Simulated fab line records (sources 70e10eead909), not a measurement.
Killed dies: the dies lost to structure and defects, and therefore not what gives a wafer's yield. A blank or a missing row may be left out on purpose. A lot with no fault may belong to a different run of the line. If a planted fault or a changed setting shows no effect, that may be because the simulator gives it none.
Which tool did it? | flow nandHarc | 6 lots, 18 wafers sampled, at 5 steps of a route of 1302

WHAT THE GAUGES READ, wafer by wafer
NHARC_END_SORT_01.
lot  | measured     | on        | killedAtArray
L374 | day 30 03:07 | prober-01 | 68 70 72

EACH LOT AND THE TOOL THAT RAN IT (in order: tool; ch and the chambers of the sampled wafers; start)
lot  | NHARC_A_CHANNEL_HOLE_D2_ETCH_44   | NHARC_A_CHANNEL_HOLE_D2_XSEM_32 | NHARC_A_CHANNEL_FILL_D2_ALD_14  | NHARC_A_CHANNEL_FILL_D2_ALD_25
L360 | rieDiel-08 ch 0,1,3, day 13 20:53 | xsem-01 ch 0, day 13 21:46      | aldHk-02 ch 0,1,3, day 14 04:33 | aldHk-03 ch 0,1,3, day 15 10:19
L363 | rieDiel-10 ch 0,2,3, day 15 03:35 | xsem-01 ch 0, day 15 04:27      | aldHk-03 ch 1,3, day 15 13:26   | aldHk-03 ch 1,2, day 16 18:37
L367 | rieDiel-10 ch 1,2, day 17 01:08   | xsem-02 ch 0, day 17 02:01      | aldHk-02 ch 0,1, day 17 10:04   | aldHk-03 ch 0,3, day 18 18:29
L373 | rieDiel-08 ch 0,1,2, day 19 02:35 | xsem-01 ch 0, day 19 03:26      | aldHk-03 ch 0,1,3, day 19 10:44 | aldHk-03 ch 1,3, day 20 18:56
L374 | rieDiel-08 ch 0,1,3, day 19 06:44 | xsem-01 ch 0, day 19 07:37      | aldHk-04 ch 0,1,3, day 19 16:59 | aldHk-03 ch 0,2,3, day 20 23:23
L375 | rieDiel-10 ch 0,1,2, day 19 22:01 | xsem-02 ch 0, day 19 22:53      | aldHk-04 ch 0,1,3, day 20 04:43 | aldHk-04 ch 0,1,2, day 21 11:12
- NHARC_A_CHANNEL_HOLE_D2_ETCH_44: etches the open film in CF4/O2, target depth 140 nm, overetch 14 nm, time 77 s.
- NHARC_A_CHANNEL_HOLE_D2_XSEM_32
- NHARC_A_CHANNEL_FILL_D2_ALD_14: deposits SiO2, target thk 2.5 nm, pulse time 10 s, ald cycles 25.
- NHARC_A_CHANNEL_FILL_D2_ALD_25: deposits SiOx, target thk 60 nm, pulse time 10 s, ald cycles 600.

THE ANSWER, worked out from the rows above alone
Rule: the lots themselves supply what counts as usual. Put in order of their means at a reading, lots are off if they are a third of the lots or fewer, leave a main group of 4 or more, and stand apart from it by a gap of 3 or more times the standard deviation of the main group's means; of several such gaps the widest counts. A main group is skipped when, at the precision printed for the reading in the tables above, its means are all equal. Also off: a lot with no number at a reading for which 4 or more lots have one. The other lots that the step has rows for count as sound.
No lot is off on any of the readings shown, so nothing can be concluded from this.

WHAT THE SIMULATOR PUT IN
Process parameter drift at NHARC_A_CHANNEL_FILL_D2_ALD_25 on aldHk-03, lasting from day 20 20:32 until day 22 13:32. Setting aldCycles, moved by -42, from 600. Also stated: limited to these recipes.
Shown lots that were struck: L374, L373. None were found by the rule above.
